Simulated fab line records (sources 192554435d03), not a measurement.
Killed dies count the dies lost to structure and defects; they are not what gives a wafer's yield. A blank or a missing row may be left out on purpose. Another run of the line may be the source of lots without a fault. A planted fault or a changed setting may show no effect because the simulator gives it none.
fab line records -- flow n5_finfet
record: lots: 7, wafers: 21
route steps=1938 shown BEOL_M1@753 BEOL_M2@857 BEOL_M3@938 BEOL_M4@1028
start_h: hours from the record's opening day to when the first of the lot's shown wafers began -- wait_h: hours since the lot's step before -- " repeats the value in the row above -- L1.1+2: several wafers, shown together as one row -- - no value present, or no start provided -- * or withheld: withheld -- < > ~ a bound
route shown NAME@n: a module of which the file shows steps, and the number in the route of the first -- usual: average and standard deviation across the fault-free wafers -- same: alike in all rows -- chamber/n: place in a boat -- sites: readings site by site -- _std_site: the values' standard deviation -- _edge_site: outer sites' mean less inner sites' -- radius_mm: for every site, how far away it sits from the centre of the wafer -- mask NAME#n: copy n -- behind: the most recent tool/chamber to have shaped the wafer -- hold: the reason the lot was held/the length of the hold in hours/how it ended -- device: the n, p or np transistor that did not switch -- end of line: tests run on the same wafers once the route is complete -- step lacking rows: just its recipe -- killed: not the wafer's yield, but the dies lost to structure and defects at the first sort -- map: per-die view of a wafer (x killed, . not killed, _ where there is no die)
set.NAME: the setting the step ran with; set.NAME@STEP: the setting that earlier step ran with -- model.NAME: the simulator's own value behind a step, which no gauge read
lots with deliberately changed settings; one table per step, one row per wafer
== steps ==
step: N5_BEOL_M1_PECVD_72
recipe: material: SiO2, target_thk_a: 160, temp_c: 400, precursor: TEOS/O2, pressure_torr: 5.5, rf_w: 450, teos_flow_sccm: 53.8, gas: O2, flow_sccm: 3000, time_s: 18
lot.wafer,tool,chamber,start_h,wait_h,set.time_s,model.SiO2_of_BEOL_M1_PECVD_72.thk_nm
L074.1,pecvd-04,2,118.87,0.0,20.15,17.8
L074.3,pecvd-04,1,118.87,0.0,18,16.2
L074.6,pecvd-04,2,118.87,0.0,18,16
L078.1,pecvd-03,2,143.85,0.0,18.76,16.6
L078.2,pecvd-03,0,143.85,0.0,18,15.8
L078.5,pecvd-03,2,143.85,0.0,18.76,16.8
L081.1+2,pecvd-03,"2,1",170.60,0.0,18,16
L081.5,pecvd-03,1,170.60,0.0,18,16.2
L088.1,pecvd-03,2,209.05,0.0,15.65,14.2
L088.3+6,pecvd-03,1,209.05,0.0,18,16.2
L090.1,pecvd-03,0,213.91,0.0,18,15.8
L090.2,pecvd-03,2,213.91,0.0,18,16.2
L090.3,pecvd-03,1,213.91,0.0,18,16
L096.1,pecvd-01,1,252.18,0.0,19.69,17.4
L096.2+4,pecvd-01,"2,1",252.18,0.0,18,16.2
L097.1,pecvd-01,0,252.41,0.0,20.65,18.2
L097.5+6,pecvd-01,"1,0",252.41,0.0,18,16.2
step: N5_BEOL_M1_EXPOSE_08
recipe: mask_id: M1, na: 0.33, source_shape: dipole, sigma_inner: 0.369, sigma_outer: 0.767, polarization: unpolarized, dose_mj: 33
lot.wafer,tool,chamber,start_h,wait_h,mask,set.dose_mj
L074.1+6,euv_scanner-02,0,121.38,-,M1#0,30.62
L074.3,euv_scanner-02,0,121.38,-,M1#0,33
L078.1+2+5,euv_scanner-02,0,147.60,-,M1#0,33
L081.1+2+5,euv_scanner-01,0,172.78,-,M1#0,33
L088.1+6,euv_scanner-02,0,209.52,-,M1#0,33
L088.3,euv_scanner-02,0,209.52,-,M1#0,31.52
L090.1+2+3,euv_scanner-02,0,214.85,-,M1#0,33
L096.1,euv_scanner-02,0,255.38,-,M1#0,30.92
L096.2+4,euv_scanner-02,0,255.38,-,M1#0,33
L097.1+5+6,euv_scanner-01,0,255.54,-,M1#0,33
step: N5_BEOL_M1_PEB_09
recipe: peb_temp_c: 100, peb_time_s: 60, resist: CAR-EUV
step: N5_BEOL_M1_DEVELOP_10
recipe: develop_time_s: 30, developer: TMAH, resist: CAR-EUV, rinse_liquid: surfactant_rinse, dry: air_spin, dev_temp_c: 23
step: N5_BEOL_M1_CD_MEAS_11
recipe: target_cd_nm: 17.05, landing_energy_ev: 500, detector: se_inlens, polarity: opening
usual: cd_nm: 17.00/0.26
lot.wafer,tool,chamber,start_h,wait_h,set.dose_mj@BEOL_M1_EXPOSE_08,cd_nm
L074.1,cd_sem-02,0,121.51,-,30.62,15.55
L074.3,cd_sem-02,0,121.51,-,33,17.01
L074.6,cd_sem-02,0,121.51,-,30.62,15.45
L078.1,cd_sem-03,0,147.73,-,33,16.74
L078.2,cd_sem-03,0,147.73,-,33,17.00
L078.5,cd_sem-03,0,147.73,-,33,16.59
L081.1,cd_sem-01,0,172.91,-,33,17.23
L081.2,cd_sem-01,0,172.91,-,33,16.87
L081.5,cd_sem-01,0,172.91,-,33,17.21
L088.1,cd_sem-03,0,209.65,-,33,17.00
L088.3,cd_sem-03,0,209.65,-,31.52,16.16
L088.6,cd_sem-03,0,209.65,-,33,16.86
L090.1,cd_sem-01,0,214.97,-,33,17.20
L090.2,cd_sem-01,0,214.97,-,33,17.19
L090.3,cd_sem-01,0,214.97,-,33,16.96
L096.1,cd_sem-03,0,255.50,-,30.92,16.16
L096.2,cd_sem-03,0,255.50,-,33,17.08
L096.4,cd_sem-03,0,255.50,-,33,17.27
L097.1,cd_sem-03,0,255.67,-,33,17.05
L097.5,cd_sem-03,0,255.67,-,33,16.99
L097.6,cd_sem-03,0,255.67,-,33,16.96
step: N5_BEOL_M1_DESCUM_16
recipe: chemistry: O2, time_s: 7, source_power_w: 50, bias_power_w: 20, pressure_mtorr: 20, rf_frequency_hz: 2.712e+07, temp_c: 40, resist: CAR-EUV, o2_flow_sccm: 225
step: N5_BEOL_M1_ETCH_74
recipe: chemistry: N2/H2, target: underlayer, target_depth_a: 65, mask_material: CAR-EUV, time_s: 5.2, ion_energy_ev: 200, pressure_mtorr: 30, source_w: 840, bias_w: 150, n2_flow_sccm: 200, h2_flow_sccm: 200, ends: cleared
lot.wafer,tool,chamber,start_h,wait_h,set.dose_mj@BEOL_M1_EXPOSE_08,model.BEOL_M1.cd_offset_nm
L074.1+6,rie_diel-06,"1,3",121.66,0.0,30.62,-1.4
L074.3,rie_diel-06,0,121.66,0.0,33,-0.2
L078.1,rie_diel-02,2,148.08,0.0,33,0.2
L078.2+5,rie_diel-02,"1,2",148.08,0.0,33,0
L081.1,rie_diel-06,3,173.07,0.0,33,0.2
L081.2,rie_diel-06,1,173.07,0.0,33,-0.4
L081.5,rie_diel-06,2,173.07,0.0,33,0
L088.1,rie_diel-05,2,209.81,0.0,33,-0.2
L088.3,rie_diel-05,0,209.81,0.0,31.52,-1
L088.6,rie_diel-05,1,209.81,0.0,33,0
L090.1,rie_diel-06,3,215.13,0.0,33,0.2
L090.2,rie_diel-06,1,215.13,0.0,33,-0.2
L090.3,rie_diel-06,2,215.13,0.0,33,0
L096.1,rie_diel-06,3,255.66,0.0,30.92,-1
L096.2+4,rie_diel-06,"1,2",255.66,0.0,33,0
L097.1+5,rie_diel-06,"0,2",255.93,0.0,33,-0.2
L097.6,rie_diel-06,3,255.93,0.0,33,0
step: N5_BEOL_M1_ETCH_63
recipe: chemistry: CF4, target: SiARC, target_depth_a: 156, mask_material: CAR-EUV, time_s: 26, ion_energy_ev: 80, pressure_mtorr: 40, source_w: 545, bias_w: 36, Ar_flow_sccm: 100, cf4_flow_sccm: 100, ends: cleared
step: N5_BEOL_M1_ETCH_64
recipe: chemistry: N2/H2, target: SOC, target_depth_a: 750, overetch_a: 150, mask_material: SiARC, temp_c: 40, time_s: 112.5, ion_energy_ev: 200, pressure_mtorr: 30, source_w: 840, bias_w: 150, n2_flow_sccm: 200, h2_flow_sccm: 200
lot.wafer,tool,chamber,start_h,wait_h,set.dose_mj@BEOL_M1_EXPOSE_08,model.BEOL_M1.cd_offset_nm
L074.1+6,rie_diel-06,"1,3",121.71,0.0,30.62,-1.6
L074.3,rie_diel-06,0,121.71,0.0,33,-0.2
L078.1+5,rie_diel-02,2,148.12,0.0,33,0.4
L078.2,rie_diel-02,1,148.12,0.0,33,0.2
L081.1+5,rie_diel-06,"3,2",173.11,0.0,33,0
L081.2,rie_diel-06,1,173.11,0.0,33,-0.4
L088.1,rie_diel-05,2,209.85,0.0,33,0.2
L088.3,rie_diel-05,0,209.85,0.0,31.52,-1
L088.6,rie_diel-05,1,209.85,0.0,33,-0.2
L090.1+2,rie_diel-06,"3,1",215.18,0.0,33,-0.2
L090.3,rie_diel-06,2,215.18,0.0,33,0
L096.1,rie_diel-06,3,255.71,0.0,30.92,-1.4
L096.2,rie_diel-06,1,255.71,0.0,33,0
L096.4,rie_diel-06,2,255.71,0.0,33,-0.4
L097.1,rie_diel-06,0,255.97,0.0,33,-0.6
L097.5,rie_diel-06,2,255.97,0.0,33,-0.4
L097.6,rie_diel-06,3,255.97,0.0,33,0
step: N5_BEOL_M2_DESCUM_16
recipe: chemistry: O2, time_s: 7, source_power_w: 50, bias_power_w: 20, pressure_mtorr: 20, rf_frequency_hz: 2.712e+07, temp_c: 40, resist: CAR-EUV, o2_flow_sccm: 225
lot.wafer,tool,chamber,start_h,wait_h,set.time_s,model.CAR-EUV_of_BEOL_M2_COAT_05.thk_nm
L074.1+6,rie_diel-04,"1,2",147.54,0.0,7.691,25.8
L074.3,rie_diel-04,2,147.54,0.0,7,26.2
L078.1+2,rie_diel-04,"3,2",157.76,0.1,6.443,26.2
L078.5,rie_diel-04,2,157.76,0.1,7,25.8
L081.1+2+5,rie_diel-04,"0,3,3",188.71,0.0,7,26
L090.1+2+3,rie_diel-04,"3,1,0",226.08,0.1,7,26
L088.1,rie_diel-03,3,227.43,0.0,7,26
L088.3,rie_diel-03,2,227.43,0.0,8.203,25.4
L088.6,rie_diel-03,2,227.43,0.0,7,25.8
L097.1+6,rie_diel-04,1,267.90,0.0,7,26
L097.5,rie_diel-04,0,267.90,0.0,6.302,26.2
L096.1,rie_diel-01,0,269.87,0.1,8.54,25.4
L096.2,rie_diel-01,3,269.87,0.1,7,26
L096.4,rie_diel-01,2,269.87,0.1,8.54,25.2
step: N5_BEOL_M2_ETCH_64
recipe: chemistry: N2/H2, target: SOC, target_depth_a: 750, overetch_a: 225, mask_material: SiARC, temp_c: 40, time_s: 121.9, ion_energy_ev: 200, pressure_mtorr: 30, source_w: 840, bias_w: 150, n2_flow_sccm: 200, h2_flow_sccm: 200
usual: rf_vpp_V: 523.5/2.5
lot.wafer,tool,chamber,start_h,wait_h,set.source_w,rf_vpp_V
L074.1,rie_diel-04,1,147.62,0.0,840,519.7
L074.3,rie_diel-04,2,147.62,0.0,771.3,536.8
L074.6,rie_diel-04,2,147.62,0.0,771.3,538.4
L078.1,rie_diel-04,3,157.84,0.0,840,525.4
L078.2,rie_diel-04,2,157.84,0.0,840,522.3
L078.5,rie_diel-04,2,157.84,0.0,707.4,552.2
L081.1,rie_diel-04,0,188.78,0.0,840,522.5
L081.2,rie_diel-04,3,188.78,0.0,840,524.1
L081.5,rie_diel-04,3,188.78,0.0,840,523.6
L090.1,rie_diel-04,3,226.16,0.0,789.2,535.8
L090.2,rie_diel-04,1,226.16,0.0,840,520.0
L090.3,rie_diel-04,0,226.16,0.0,840,523.0
L088.1,rie_diel-03,3,227.51,0.0,987.5,497.1
L088.3,rie_diel-03,2,227.51,0.0,840,529.2
L088.6,rie_diel-03,2,227.51,0.0,840,527.5
L097.1,rie_diel-04,1,267.98,0.0,840,519.6
L097.5,rie_diel-04,0,267.98,0.0,840,522.0
L097.6,rie_diel-04,1,267.98,0.0,840,519.8
L096.1,rie_diel-01,0,269.95,0.0,895,515.1
L096.2,rie_diel-01,3,269.95,0.0,840,520.7
L096.4,rie_diel-01,2,269.95,0.0,895,509.9
step: N5_BEOL_M2_COAT_22
recipe: resist: CAR-EUV, spin_rpm: 1500, resist_thk_nm: 30
lot.wafer,tool,chamber,start_h,wait_h,set.spin_rpm,model.CAR-EUV_of_BEOL_M2_COAT_22.thk_nm
L074.1+3,litho_track-03,0,-,-,1500,30
L074.6,litho_track-03,0,-,-,1432,30.8
L078.1,litho_track-05,0,-,-,1500,29.8
L078.2+5,litho_track-05,0,-,-,1600,28.8
L081.1+2+5,litho_track-05,0,-,-,1500,30
L090.1+3,litho_track-03,0,-,-,1428,30.8
L090.2,litho_track-03,0,-,-,1500,30
L088.1+3+6,litho_track-03,0,-,-,1500,30
L097.1,litho_track-03,0,-,-,1640,28.8
L097.5,litho_track-03,0,-,-,1640,28.6
L097.6,litho_track-03,0,-,-,1500,30
L096.1+4,litho_track-03,0,-,-,1500,30
L096.2,litho_track-03,0,-,-,1357,31.6
step: N5_BEOL_M2_EBR_24
recipe: solvent: PGMEA, ebr_width_mm: 1.5
step: N5_BEOL_M2_SOFTBAKE_23
recipe: temp_c: 110, time_s: 60, resist: CAR-EUV
step: N5_BEOL_M2_DESCUM_33
recipe: chemistry: O2, time_s: 7, source_power_w: 50, bias_power_w: 20, pressure_mtorr: 20, rf_frequency_hz: 2.712e+07, temp_c: 40, resist: CAR-EUV, o2_flow_sccm: 225
lot.wafer,tool,chamber,start_h,wait_h,set.spin_rpm@BEOL_M2_COAT_22,model.CAR-EUV_of_BEOL_M2_COAT_22.thk_nm
L074.1,rie_diel-01,1,148.75,0.0,1500,26.2
L074.3,rie_diel-01,3,148.75,0.0,1500,26
L074.6,rie_diel-01,2,148.75,0.0,1432,26.8
L078.1,rie_diel-01,1,158.87,0.0,1500,26
L078.2+5,rie_diel-01,"3,1",158.87,0.0,1600,25
L081.1,rie_diel-01,2,189.71,0.0,1500,26.2
L081.2+5,rie_diel-01,3,189.71,0.0,1500,26
L090.1+3,rie_diel-04,"3,1",227.02,0.0,1428,26.8
L090.2,rie_diel-04,2,227.02,0.0,1500,26
L088.1+3+6,rie_diel-03,"0,3,2",228.44,0.0,1500,26
L097.1,rie_diel-03,2,268.77,0.0,1640,24.8
L097.5,rie_diel-03,2,268.77,0.0,1640,24.6
L097.6,rie_diel-03,1,268.77,0.0,1500,26.2
L096.1,rie_diel-01,3,270.75,0.0,1500,26
L096.2,rie_diel-01,0,270.75,0.0,1357,27.8
L096.4,rie_diel-01,2,270.75,0.0,1500,26.2
step: N5_BEOL_M2_ALD_98
recipe: material: SiO2, target_thk_a: 25, temp_c: 100, ald_precursor_family: BDEAS, ald_co_reactant: O2-plasma, pulse_time_s: 1, co_reactant_pulse_time_s: 1, purge_time_s: 2, co_reactant_purge_time_s: 2, ald_cycles: 17, pressure_torr: 2
lot.wafer,tool,chamber,start_h,wait_h,set.ald_cycles
L074.1,ald_sin-04,0,148.89,0.1,18
L074.3+6,ald_sin-04,"2,3",148.89,0.1,17
L078.1+5,ald_sin-04,"0,2",159.58,0.6,19
L078.2,ald_sin-04,2,159.58,0.6,17
L081.1+2+5,ald_sin-03,"2,0,0",190.31,0.5,17
L090.1+2+3,ald_sin-03,"3,2,1",227.21,0.1,15
L088.1+3,ald_sin-03,"2,0",228.57,0.1,17
L088.6,ald_sin-03,2,228.57,0.1,15
L097.1,ald_sin-02,2,269.03,0.2,17
L097.5+6,ald_sin-02,"2,1",269.03,0.2,18
L096.1+2+4,ald_sin-04,"3,1,2",271.85,1.0,17
step: N5_BEOL_M2_ETCHBACK_99
recipe: chemistry: CHF3, target: SiO2, target_depth_a: 50, time_s: 10.4, source_w: 215, bias_w: 47, Ar_flow_sccm: 200, CHF3_flow_sccm: 12, ion_energy_ev: 100, pressure_mtorr: 30
lot.wafer,tool,chamber,start_h,wait_h,set.spin_rpm@BEOL_M2_COAT_22,model.CAR-EUV_of_BEOL_M2_COAT_22.thk_nm
L074.1,rie_diel-03,0,155.74,6.8,1500,10.6
L074.3,rie_diel-03,3,155.74,6.8,1500,10.4
L074.6,rie_diel-03,0,155.74,6.8,1432,11.2
L078.1,rie_diel-03,0,164.00,4.4,1500,10.2
L078.2,rie_diel-03,3,164.00,4.4,1600,9.2
L078.5,rie_diel-03,2,164.00,4.4,1600,9.4
L081.1+2+5,rie_diel-03,"1,2,1",193.86,3.5,1500,10.4
L090.1,rie_diel-03,2,230.81,3.6,1428,11.2
L090.2,rie_diel-03,3,230.81,3.6,1500,10.4
L090.3,rie_diel-03,0,230.81,3.6,1428,11
L088.1,rie_diel-01,1,235.27,6.6,1500,10.4
L088.3+6,rie_diel-01,"0,3",235.27,6.6,1500,10.2
L097.1+5,rie_diel-04,"3,2",293.81,24.7,1640,9
L097.6,rie_diel-04,3,293.81,24.7,1500,10.4
L096.1+4,rie_diel-04,"3,1",306.03,34.1,1500,10.4
L096.2,rie_diel-04,2,306.03,34.1,1357,12
step: N5_BEOL_M3_COAT_05
recipe: resist: CAR-EUV, spin_rpm: 1500, resist_thk_nm: 30
lot.wafer,tool,chamber,start_h,wait_h,set.spin_rpm,model.CAR-EUV_of_BEOL_M3_COAT_05.thk_nm
L074.1+3,litho_track-05,0,-,-,1662,28.4
L074.6,litho_track-05,0,-,-,1500,30
L078.1,litho_track-05,0,-,-,1345,31.6
L078.2+5,litho_track-05,0,-,-,1500,30
L081.1+2+5,litho_track-01,0,-,-,1500,30
L090.1,litho_track-04,0,-,-,1343,31.6
L090.2,litho_track-04,0,-,-,1500,30
L090.3,litho_track-04,0,-,-,1343,31.8
L088.1+6,litho_track-01,0,-,-,1380,31.4
L088.3,litho_track-01,0,-,-,1500,30
L097.1,litho_track-04,0,-,-,1500,29.8
L097.5,litho_track-04,0,-,-,1500,29.6
L097.6,litho_track-04,0,-,-,1349,31.4
L096.1+2,litho_track-01,0,-,-,1656,28.6
L096.4,litho_track-01,0,-,-,1500,30
step: N5_BEOL_M3_EBR_07
recipe: solvent: PGMEA, ebr_width_mm: 1.5
step: N5_BEOL_M3_SOFTBAKE_06
recipe: temp_c: 110, time_s: 60, resist: CAR-EUV
step: N5_BEOL_M3_DESCUM_16
recipe: chemistry: O2, time_s: 7, source_power_w: 50, bias_power_w: 20, pressure_mtorr: 20, rf_frequency_hz: 2.712e+07, temp_c: 40, resist: CAR-EUV, o2_flow_sccm: 225
lot.wafer,tool,chamber,start_h,wait_h,set.spin_rpm@BEOL_M3_COAT_05,model.CAR-EUV_of_BEOL_M3_COAT_05.thk_nm
L074.1,rie_diel-02,2,161.29,0.0,1662,24.4
L074.3,rie_diel-02,3,161.29,0.0,1662,24.6
L074.6,rie_diel-02,3,161.29,0.0,1500,26
L078.1,rie_diel-02,0,170.15,0.0,1345,27.8
L078.2+5,rie_diel-02,2,170.15,0.0,1500,26
L081.1+2+5,rie_diel-02,"2,3,1",201.92,0.4,1500,26
L090.1+3,rie_diel-06,"1,2",236.64,0.1,1343,27.8
L090.2,rie_diel-06,3,236.64,0.1,1500,26
L088.1+6,rie_diel-06,"3,2",242.11,0.2,1380,27.4
L088.3,rie_diel-06,2,242.11,0.2,1500,26.2
L097.1+5,rie_diel-06,"0,2",299.64,0.0,1500,25.8
L097.6,rie_diel-06,3,299.64,0.0,1349,27.4
L096.1+2,rie_diel-05,"0,2",310.85,0.0,1656,24.6
L096.4,rie_diel-05,3,310.85,0.0,1500,26
step: N5_BEOL_M4_COAT_05
recipe: resist: CAR-EUV, spin_rpm: 1500, resist_thk_nm: 30
lot.wafer,tool,chamber,start_h,wait_h,set.spin_rpm,model.CAR-EUV_of_BEOL_M4_COAT_05.thk_nm
L074.1+6,litho_track-03,0,-,-,1500,30.2
L074.3,litho_track-03,0,-,-,1500,30
L078.1,litho_track-04,0,-,-,1500,29.8
L078.2,litho_track-04,0,-,-,1571,29.2
L078.5,litho_track-04,0,-,-,1500,30
L081.1+2+5,litho_track-03,0,-,-,1500,30
L090.1+2+3,litho_track-04,0,-,-,1500,30
L088.1+3+6,litho_track-03,0,-,-,1500,30
L097.1+5+6,litho_track-04,0,-,-,1664,28.6
L096.1,litho_track-03,0,-,-,1500,29.8
L096.2,litho_track-03,0,-,-,1500,30
L096.4,litho_track-03,0,-,-,1355,31.6
step: N5_BEOL_M4_EBR_07
recipe: solvent: PGMEA, ebr_width_mm: 1.5
step: N5_BEOL_M4_SOFTBAKE_06
recipe: temp_c: 110, time_s: 60, resist: CAR-EUV
step: N5_BEOL_M4_EXPOSE_08
recipe: mask_id: M4, na: 0.33, source_shape: dipole, sigma_inner: 0.369, sigma_outer: 0.767, polarization: unpolarized, dose_mj: 41.25
step: N5_BEOL_M4_PEB_09
recipe: peb_temp_c: 100, peb_time_s: 60, resist: CAR-EUV
step: N5_BEOL_M4_DEVELOP_10
recipe: develop_time_s: 30, developer: TMAH, resist: CAR-EUV, rinse_liquid: surfactant_rinse, dry: air_spin, dev_temp_c: 23
lot.wafer,tool,chamber,start_h,wait_h,set.spin_rpm@BEOL_M4_COAT_05,model.CAR-EUV_of_BEOL_M4_COAT_05.thk_nm
L074.1+3,litho_track-02,0,-,-,1500,29.6
L074.6,litho_track-02,0,-,-,1500,29.8
L078.1+5,litho_track-02,0,-,-,1500,29.4
L078.2,litho_track-02,0,-,-,1571,28.8
L081.1+2,litho_track-03,0,-,-,1500,29.6
L081.5,litho_track-03,0,-,-,1500,29.4
L090.1+2+3,litho_track-04,0,-,-,1500,29.6
L088.1+3+6,litho_track-04,0,-,-,1500,29.6
L097.1+5,litho_track-02,0,-,-,1664,28
L097.6,litho_track-02,0,-,-,1664,28.2
L096.1,litho_track-02,0,-,-,1500,29.4
L096.2,litho_track-02,0,-,-,1500,29.6
L096.4,litho_track-02,0,-,-,1355,31
step: N5_BEOL_M4_DESCUM_16
recipe: chemistry: O2, time_s: 7, source_power_w: 50, bias_power_w: 20, pressure_mtorr: 20, rf_frequency_hz: 2.712e+07, temp_c: 40, resist: CAR-EUV, o2_flow_sccm: 225
lot.wafer,tool,chamber,start_h,wait_h,set.time_s,set.spin_rpm@BEOL_M4_COAT_05,model.CAR-EUV_of_BEOL_M4_COAT_05.thk_nm
L074.1,rie_diel-04,2,170.25,0.0,5.651,1500,26.8
L074.3,rie_diel-04,3,170.25,0.0,7,1500,26
L074.6,rie_diel-04,3,170.25,0.0,7,1500,26.2
L078.1,rie_diel-01,2,179.38,0.0,7.498,1500,25.6
L078.2,rie_diel-01,0,179.38,0.0,7.498,1571,25.2
L078.5,rie_diel-01,2,179.38,0.0,7.498,1500,25.8
L081.1+2+5,rie_diel-04,"3,0,3",218.94,0.0,7,1500,26
L090.1,rie_diel-01,0,248.79,0.1,7,1500,26.2
L090.2+3,rie_diel-01,"3,1",248.79,0.1,7.949,1500,25.6
L088.1,rie_diel-03,2,262.77,0.0,8.046,1500,25.6
L088.3,rie_diel-03,0,262.77,0.0,7,1500,26
L088.6,rie_diel-03,2,262.77,0.0,8.046,1500,25.4
L097.1+5+6,rie_diel-03,"2,2,3",319.78,0.0,7,1664,24.6
L096.1+2,rie_diel-01,"2,1",322.94,0.0,7,1500,26
L096.4,rie_diel-01,0,322.94,0.0,7,1355,27.6
step: N5_BEOL_M4_ETCH_74
recipe: chemistry: N2/H2, target: underlayer, target_depth_a: 65, mask_material: CAR-EUV, time_s: 5.2, ion_energy_ev: 200, pressure_mtorr: 30, source_w: 840, bias_w: 150, n2_flow_sccm: 200, h2_flow_sccm: 200, ends: cleared
lot.wafer,tool,chamber,start_h,wait_h,set.spin_rpm@BEOL_M4_COAT_05,set.time_s@BEOL_M4_DESCUM_16,model.CAR-EUV_of_BEOL_M4_COAT_05.thk_nm
L074.1,rie_diel-04,2,170.29,0.0,1500,5.651,21
L074.3+6,rie_diel-04,3,170.29,0.0,1500,7,20.4
L078.1+5,rie_diel-01,2,179.41,0.0,1500,7.498,20
L078.2,rie_diel-01,0,179.41,0.0,1571,7.498,19.4
L081.1+2,rie_diel-04,"3,0",218.97,0.0,1500,7,20.4
L081.5,rie_diel-04,3,218.97,0.0,1500,7,20.2
L090.1,rie_diel-01,0,248.82,0.0,1500,7,20.4
L090.2,rie_diel-01,3,248.82,0.0,1500,7.949,19.8
L090.3,rie_diel-01,1,248.82,0.0,1500,7.949,20
L088.1+6,rie_diel-03,2,262.80,0.0,1500,8.046,19.8
L088.3,rie_diel-03,0,262.80,0.0,1500,7,20.4
L097.1+5+6,rie_diel-03,"2,2,3",319.81,0.0,1664,7,18.8
L096.1,rie_diel-01,2,322.98,0.0,1500,7,20.2
L096.2,rie_diel-01,1,322.98,0.0,1500,7,20.4
L096.4,rie_diel-01,0,322.98,0.0,1355,7,21.8
step: N5_BEOL_M4_ETCH_63
recipe: chemistry: CF4, target: SiARC, target_depth_a: 156, mask_material: CAR-EUV, time_s: 26, ion_energy_ev: 80, pressure_mtorr: 40, source_w: 545, bias_w: 36, Ar_flow_sccm: 100, cf4_flow_sccm: 100, ends: cleared
lot.wafer,tool,chamber,start_h,wait_h,set.spin_rpm@BEOL_M4_COAT_05,set.time_s@BEOL_M4_DESCUM_16,model.CAR-EUV_of_BEOL_M4_COAT_05.thk_nm
L074.1,rie_diel-04,2,170.31,0.0,1500,5.651,12
L074.3+6,rie_diel-04,3,170.31,0.0,1500,7,11.2
L078.1+5,rie_diel-01,2,179.43,0.0,1500,7.498,10.8
L078.2,rie_diel-01,0,179.43,0.0,1571,7.498,10.2
L081.1+2,rie_diel-04,"3,0",218.99,0.0,1500,7,11.2
L081.5,rie_diel-04,3,218.99,0.0,1500,7,11
L090.1,rie_diel-01,0,248.84,0.0,1500,7,11.2
L090.2,rie_diel-01,3,248.84,0.0,1500,7.949,10.6
L090.3,rie_diel-01,1,248.84,0.0,1500,7.949,10.8
L088.1,rie_diel-03,2,262.82,0.0,1500,8.046,10.6
L088.3,rie_diel-03,0,262.82,0.0,1500,7,11.2
L088.6,rie_diel-03,2,262.82,0.0,1500,8.046,10.4
L097.1+5+6,rie_diel-03,"2,2,3",319.83,0.0,1664,7,9.6
L096.1,rie_diel-01,2,322.99,0.0,1500,7,11
L096.2,rie_diel-01,1,322.99,0.0,1500,7,11.2
L096.4,rie_diel-01,0,322.99,0.0,1355,7,12.6
== key ==
split: step: N5_BEOL_M1_PECVD_72, setting: time_s, stated: 18, by: wafer
response: step: N5_BEOL_M1_PECVD_72, reading: model.SiO2_of_BEOL_M1_PECVD_72.thk_nm, change: +0.143, per: 1%, r: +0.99
split: step: N5_BEOL_M1_EXPOSE_08, setting: dose_mj, stated: 33, by: wafer
response: step: N5_BEOL_M1_CD_MEAS_11, reading: cd_nm, change: +0.186, per: 1%, r: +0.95
response: step: N5_BEOL_M1_ETCH_74, reading: model.BEOL_M1.cd_offset_nm, change: +0.17, per: 1%, r: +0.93
response: step: N5_BEOL_M1_ETCH_64, reading: model.BEOL_M1.cd_offset_nm, change: +0.198, per: 1%, r: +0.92
split: step: N5_BEOL_M2_DESCUM_16, setting: time_s, stated: 7, by: wafer
response: step: N5_BEOL_M2_DESCUM_16, reading: model.CAR-EUV_of_BEOL_M2_COAT_05.thk_nm, change: -0.0319, per: 1%, r: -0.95
split: step: N5_BEOL_M2_ETCH_64, setting: source_w, stated: 840, by: wafer
response: step: N5_BEOL_M2_ETCH_64, reading: rf_vpp_V, change: -1.82, per: 1%, r: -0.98
split: step: N5_BEOL_M2_COAT_22, setting: spin_rpm, stated: 1500, by: wafer
response: step: N5_BEOL_M2_COAT_22, reading: model.CAR-EUV_of_BEOL_M2_COAT_22.thk_nm, change: -0.156, per: 1%, r: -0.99
response: step: N5_BEOL_M2_DESCUM_33, reading: model.CAR-EUV_of_BEOL_M2_COAT_22.thk_nm, change: -0.165, per: 1%, r: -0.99
response: step: N5_BEOL_M2_ETCHBACK_99, reading: model.CAR-EUV_of_BEOL_M2_COAT_22.thk_nm, change: -0.154, per: 1%, r: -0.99
split: step: N5_BEOL_M2_ALD_98, setting: ald_cycles, stated: 17, by: wafer
response none clear
split: step: N5_BEOL_M3_COAT_05, setting: spin_rpm, stated: 1500, by: wafer
response: step: N5_BEOL_M3_COAT_05, reading: model.CAR-EUV_of_BEOL_M3_COAT_05.thk_nm, change: -0.156, per: 1%, r: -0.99
response: step: N5_BEOL_M3_DESCUM_16, reading: model.CAR-EUV_of_BEOL_M3_COAT_05.thk_nm, change: -0.155, per: 1%, r: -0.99
split: step: N5_BEOL_M4_COAT_05, setting: spin_rpm, stated: 1500, by: wafer
response: step: N5_BEOL_M4_COAT_05, reading: model.CAR-EUV_of_BEOL_M4_COAT_05.thk_nm, change: -0.17, per: 1%, r: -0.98
response: step: N5_BEOL_M4_DEVELOP_10, reading: model.CAR-EUV_of_BEOL_M4_COAT_05.thk_nm, change: -0.15, per: 1%, r: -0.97
response: step: N5_BEOL_M4_DESCUM_16, reading: model.CAR-EUV_of_BEOL_M4_COAT_05.thk_nm, slope: -0.154, per: 1%, together_with: time_s@BEOL_M4_DESCUM_16, explained: 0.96
response: step: N5_BEOL_M4_ETCH_74, reading: model.CAR-EUV_of_BEOL_M4_COAT_05.thk_nm, slope: -0.15, per: 1%, together_with: time_s@BEOL_M4_DESCUM_16, explained: 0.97
response: step: N5_BEOL_M4_ETCH_63, reading: model.CAR-EUV_of_BEOL_M4_COAT_05.thk_nm, slope: -0.15, per: 1%, together_with: time_s@BEOL_M4_DESCUM_16, explained: 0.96
split: step: N5_BEOL_M4_DESCUM_16, setting: time_s, stated: 7, by: wafer
response: step: N5_BEOL_M4_DESCUM_16, reading: model.CAR-EUV_of_BEOL_M4_COAT_05.thk_nm, slope: -0.0374, per: 1%, together_with: spin_rpm@BEOL_M4_COAT_05, explained: 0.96
response: step: N5_BEOL_M4_ETCH_74, reading: model.CAR-EUV_of_BEOL_M4_COAT_05.thk_nm, slope: -0.0351, per: 1%, together_with: spin_rpm@BEOL_M4_COAT_05, explained: 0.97
response: step: N5_BEOL_M4_ETCH_63, reading: model.CAR-EUV_of_BEOL_M4_COAT_05.thk_nm, slope: -0.0419, per: 1%, together_with: spin_rpm@BEOL_M4_COAT_05, explained: 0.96
